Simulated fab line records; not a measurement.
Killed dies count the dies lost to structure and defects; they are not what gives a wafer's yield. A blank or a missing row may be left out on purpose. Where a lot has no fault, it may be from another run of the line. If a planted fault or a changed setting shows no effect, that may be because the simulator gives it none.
Comparing a struck lot with a sound one -- flow nand_harc -- 15 steps out of a route of 1302
Sound: wafers L937.2, L937.4, L937.5. Wafers L949.1, L949.3, L949.6 were the ones struck. At the end, the cause is stated.
At each step with rows: each side's tool, then ch and its chambers, then its first start. Under that, the readings that differ: sound wafers -- struck wafers -- difference of the means -- sigmas: that difference in standard deviations of wafers without a fault.
alike: readings with means less than 2 such deviations apart, plus words and numbers identical on both sides. not compared: withheld readings, readings lacking a value on some wafer, bounds such as >300 that could conceal the same value, and numbers that have no deviation in the record and whose values overlap.
A row with sigmas, a row that says differs or no value, or rows on one side alone: a step with any of these is where the two part. When numbers do not overlap yet have no deviation, they are printed without sigmas and do not part them. Lack of a reading on every wafer of one side parts them only where that side has two or more wafers.

first, 7 steps without rows for these wafers: NHARC_P_GATE_HMDS_04 (time 30 s); NHARC_P_GATE_COAT_05; NHARC_P_GATE_SOFTBAKE_06 (time 95 s); NHARC_P_GATE_EBR_07; NHARC_P_GATE_EXPOSE_08 (exposes mask P HV); NHARC_P_GATE_PEB_09 (peb time 85 s); NHARC_P_GATE_DEVELOP_10 (time 70 s).
NHARC_P_GATE_CD_MEAS_11: the cd target is 1640 nm.
  sound on cd_sem-01 ch 0, day 5 10:59; struck on cd_sem-03 ch 0, day 10 16:11
  alike: cd_nm
then, 1 step without rows for these wafers: NHARC_P_GATE_HARDBAKE_12 (time 80 s).
NHARC_P_GATE_DESCUM_13: chemistry O2, time 3 s.
  sound on rie_diel-10 ch 1,2, day 5 11:09; struck on rie_diel-06 ch 0,1,2, day 10 16:21
  alike: drypump_motor_current_A, oes_product_au, rf_vpp_V, showerhead_plenum_p_Torr, throttle_valve_pct
  not compared: rf_hours_counter_h
then, 2 steps without rows for these wafers: NHARC_P_GATE_ETCH_14 (etches SiO2 in dHF, target depth 48.8 nm); NHARC_P_GATE_STRIP_15 (strips in SPM, time 780 s).
NHARC_P_GATE_PRECLEAN_71: cleans in SC1.
  sound on wet_bench-06 ch 2,3,4, day 5 11:22; struck on wet_bench-09 ch 0,2,6, day 10 16:34
  not compared: run_length_s
following that, these wafers have no rows for 1 step: NHARC_P_GATE_SRD_72.
NHARC_END_SORT_01:
  the record has rows for the sound wafers here (prober-02 ch 0, day 26 02:34) and none for the struck ones

WHERE THEY PART
Only at NHARC_END_SORT_01, as far as this record shows.

WHY: what had been put in by the simulator
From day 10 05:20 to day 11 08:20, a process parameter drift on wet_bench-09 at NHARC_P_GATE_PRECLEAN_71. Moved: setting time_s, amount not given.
